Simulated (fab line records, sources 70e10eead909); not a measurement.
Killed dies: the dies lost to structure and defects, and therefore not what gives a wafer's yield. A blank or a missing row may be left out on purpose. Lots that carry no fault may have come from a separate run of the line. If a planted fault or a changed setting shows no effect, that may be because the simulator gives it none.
Struck lot and sound lot, side by side    flow nand_harc    13 out of 1302 route steps
Sound: the wafers L457.4, L457.5, L457.6. Struck: wafer L471.6 (L471.1, L471.5, from the same lot, were not struck and are left out); the cause is given at the end.
For every step that has rows: the tool of each side, followed by ch and its chambers, followed by its first start. Under that, the readings that differ: sound wafers    struck wafers    difference of the means    sigmas: that difference in standard deviations of wafers without a fault.
alike: readings whose means differ by less than 2 such deviations, and words and numbers that are the same on both sides. not compared: withheld readings, readings that some wafer has no value for, bounds like >300 that may hide the same value, and numbers for which the record gives no deviation and whose values overlap.
A row with sigmas, a row that says differs or no value, or rows on one side alone: a step with any of these is where the two part. When numbers do not overlap yet have no deviation, they are printed without sigmas and do not part them. A reading that every wafer of one side lacks parts them only if that side has two wafers or more.

NHARC_A_SLIT_CD_MEAS_21:
  sound on cd_sem-02 at day 22 13:30; struck on cd_sem-02 at day 29 02:54
  alike: cd_nm
then, 3 steps without rows for these wafers: NHARC_A_SIN_REMOVE_WET_00 (chemistry H3PO4, time 15300 s); NHARC_A_SIN_REMOVE_PRECLEAN_01 (cleans in SC1); NHARC_A_SIN_REMOVE_SRD_02.
NHARC_A_SIN_REMOVE_INSPECT_04:
  sound on defect_inspect-01 at day 22 20:38; struck on defect_inspect-01 at day 29 09:32
  alike: raw_defect_count
NHARC_A_WL_FILL_ALD_00: deposits Al2O3, target thk 3 nm, pulse time 3 s, ald cycles 30.
  sound on ald_hk-04 ch 0,2,3, day 22 20:47; struck on ald_hk-04 ch 1, day 29 09:40
  alike: heater_power_w, precursor_pulse_height_rel
then, 1 step without rows for these wafers: NHARC_A_WL_FILL_RTA_01 (time 5 s).
NHARC_A_WL_FILL_ALD_02: deposits TiN, target thk 2 nm, pulse time 3 s, ald cycles 100.
  sound on ald_metal-03 ch 2,3, day 22 21:23; struck on ald_metal-03 ch 0, day 29 10:07
  alike: heater_power_w, precursor_pulse_height_rel
NHARC_A_WL_FILL_CVD_03: deposits W, target thk 40 nm, time 279 s.
  sound on cvd_w-01 ch 0,1, day 22 21:56; struck on cvd_w-01 ch 1, day 29 10:34
  alike: heater_power_w, mfc_h2_sccm, throttle_valve_pct
NHARC_A_WL_FILL_ETCHBACK_04: etches the open film in NF3, target depth 60 nm, time 120 s.
  sound on rie_metal-02 ch 0,1, day 22 22:16; struck on rie_metal-01 ch 1, day 29 10:58
reading                      sound           struck  difference  sigmas
drypump_motor_current_A (A)  5.56 5.56 5.27  6.05    +0.59       +2
  alike: oes_product_au, run_length_s
  not compared: rf_hours_counter_h
NHARC_A_WL_FILL_ETCHBACK_05: etches the open film in Cl2/BCl3, target depth 22 nm, time 60 s.
  sound on rie_metal-02 ch 0,1, day 22 22:25; struck on rie_metal-01 ch 1, day 29 11:10
reading                      sound           struck  difference  sigmas
drypump_motor_current_A (A)  5.30 5.57 5.31  6.05    +0.66       +2
run_length_s (s)             81.7 81.3 82.1  95.7    +14.0       +28
  alike: oes_product_au
  not compared: rf_hours_counter_h
NHARC_A_WL_FILL_STRIP_27: strips in N2/H2, time 20 s.
  sound on plasma_asher-02 ch 0,1, day 22 22:49; struck on plasma_asher-02 ch 0, day 29 11:18
  alike: drypump_motor_current_A, heater_power_w
  not compared: rf_hours_counter_h
-- break in the record here, with 4 days between the starts of the struck wafers on either side (left off in module A_WL_FILL, picked up again in module END, where the first step shown is number 1302 on the route) --
NHARC_END_SORT_01:
  sound on prober-01 ch 0, day 27 09:56; struck on prober-02 ch 0, day 33 18:53
  alike: killed_at_array, killed_at_other, killed_at_periphery, killed_dies, killed_open, killed_short

== WHERE THEY PART ==
At NHARC_A_WL_FILL_ETCHBACK_04 first; at NHARC_A_WL_FILL_ETCHBACK_05 last (within this record only). Later steps at which nothing parts them and some readings are alike: NHARC_A_WL_FILL_STRIP_27, NHARC_END_SORT_01.

WHY: what had been put in by the simulator
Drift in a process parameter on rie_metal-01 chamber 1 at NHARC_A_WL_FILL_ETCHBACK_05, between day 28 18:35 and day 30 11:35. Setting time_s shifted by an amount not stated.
